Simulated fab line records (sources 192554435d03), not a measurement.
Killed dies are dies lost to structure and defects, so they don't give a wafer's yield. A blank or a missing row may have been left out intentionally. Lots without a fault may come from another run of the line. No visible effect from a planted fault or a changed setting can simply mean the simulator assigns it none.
A lot that was struck, set against a sound lot || flow n5Finfet || 36 steps out of a route of 1938
Sound: the wafers L172.1, L172.4, L172.5. Struck: wafer L177.6. (L177.1 of the same lot was not struck and is left out.) The cause comes at the end.
At each step with rows: each side's tool, then ch and its chambers, then its first start. Under that, the readings that differ: sound wafers || struck wafers || difference of the means || sigmas: that difference in standard deviations of wafers without a fault.
alike: readings whose means differ by less than 2 such deviations, and words and numbers that are the same on both sides. not compared: withheld readings, readings that some wafer has no value for, bounds like >300 that may hide the same value, and numbers for which the record gives no deviation and whose values overlap.
Wherever a step has rows on one side only, a row that says differs or no value, or a row with sigmas, the two part there. When numbers do not overlap yet have no deviation, they are printed without sigmas and do not part them. Lack of a reading on every wafer of one side parts them only where that side has two or more wafers.

first, 9 steps without rows for these wafers: N5_BEOL_M5_ANNEAL_89 (time 1800 s); N5_BEOL_M5_SPUTTER_90 (material Cu, target thk 4.5 nm, time 8.29 s); N5_BEOL_M5_ECD_50 (material Cu, target thk 300 nm); N5_BEOL_M5_ANNEAL_51 (time 90 s); N5_BEOL_M5_CMP_52 (polishes, stops on SiCOH lowk, t overpolish 6.9 s, target thk 62 nm); N5_BEOL_M5_PRE_CLEAN_77 (time 15 s); N5_BEOL_M5_CO_CAP_78 (material Co, precursor CCTBA/H2, target thk 2 nm, time 102.1 s); N5_BEOL_M5_PRE_CLEAN_55 (time 15 s); N5_BEOL_M5_DEP_56 (deposits SiCN from 3MS/NH3, target thk 8 nm, time 14 s).
N5_BEOL_M6_ILD_DEP_00: deposits SiCOH lowk from DEMS/porogen, target thk 179.75 nm, time 33.4 s.
  sound on pecvd-03 ch 1, day 10 11:25; struck on pecvd-03 ch 1, day 11 14:54
{"reading": "model.SiCOH_lowk_of_BEOL_M6_ILD_DEP_00.thkNm (nm)", "sound": "177 178.4 178.2", "struck": 186.2, "difference": "+8.3", "sigmas": ""}
  alike: heaterPowerW, showerheadPlenumPTorr, throttleValvePct
then, 1 step without rows for these wafers: N5_BEOL_M6_CURE_74 (cures SiCOH lowk, time 240 s).
N5_BEOL_M6_THK_MEAS_01:
  struck on filmMetro-01, day 11 15:28; sound on filmMetro-02, day 10 12:05
{"reading": "M6_ILD_THK (nm)", "sound": "152.6 153.8 153.7", "struck": 160.7, "difference": "+7.3", "sigmas": "+4"}
then, 23 steps without rows for these wafers: N5_BEOL_M6_PECVD_70 (deposits SiO2 from TEOS/O2, target thk 20 nm, time 22.7 s); N5_BEOL_M6_HM_DEP_02 (deposits TiN, target thk 20 nm); N5_BEOL_M6_COAT_59 (time 60 s, resist thk 100 nm); N5_BEOL_M6_COAT_60 (time 60 s, resist thk 35 nm); N5_BEOL_M6_COAT_05 (resist thk 90 nm); N5_BEOL_M6_EBR_07; N5_BEOL_M6_SOFTBAKE_06 (time 60 s); N5_BEOL_M6_EXPOSE_08 (exposes mask M6); N5_BEOL_M6_PEB_09 (peb time 60 s); N5_BEOL_M6_DEVELOP_10 (develop time 30 s); N5_BEOL_M6_DESCUM_16 (chemistry O2, time 7.9 s); N5_BEOL_M6_ETCH_61 (etches SiARC in CF4, target depth 45.5 nm, time 75.8 s); N5_BEOL_M6_ETCH_62 (etches SOC in N2/H2, target depth 110 nm, overetch 22 nm, time 165 s); N5_BEOL_M6_STRIP_68 (strips in N2/H2); N5_BEOL_M6_STRIP_67 (strips in CF4); N5_BEOL_M6_HM_OPEN_17 (chemistry Cl2/BCl3, target TiN, target depth 20 nm, overetch 6 nm); N5_BEOL_M6_STRIP_19 (strips in O2); N5_BEOL_M6_COAT_63 (time 60 s, resist thk 60 nm); N5_BEOL_M6_COAT_64 (time 60 s, resist thk 12 nm); N5_BEOL_M6_COAT_71 (time 60 s, resist thk 5 nm); N5_BEOL_M6_COAT_22 (resist thk 30 nm); N5_BEOL_M6_EBR_24; N5_BEOL_M6_SOFTBAKE_23 (time 60 s).
N5_BEOL_M6_CMP_52: polishes, stops on SiCOH lowk, t overpolish 6.9 s, target thk 80 nm.
  sound on cmp-03 ch 2,3, day 10 17:17; struck on cmp-03 ch 3, day 12 00:23
{"reading": "model.SiCOH_lowk_of_BEOL_M6_ILD_DEP_00.thkNm (nm)", "sound": "149.6 150.8 150.8", "struck": 157.8, "difference": "+7.4", "sigmas": ""}
  alike: barrierFieldEndpointS, edgeZonePressureFrac, motorCurrentA, overpolishRunS, timeToEndpointS

== WHERE THEY PART ==
At N5_BEOL_M6_THK_MEAS_01 and nowhere else, as far as this record goes. Later steps at which nothing parts them and some readings are alike: N5_BEOL_M6_CMP_52.

WHY: what had been put in by the simulator
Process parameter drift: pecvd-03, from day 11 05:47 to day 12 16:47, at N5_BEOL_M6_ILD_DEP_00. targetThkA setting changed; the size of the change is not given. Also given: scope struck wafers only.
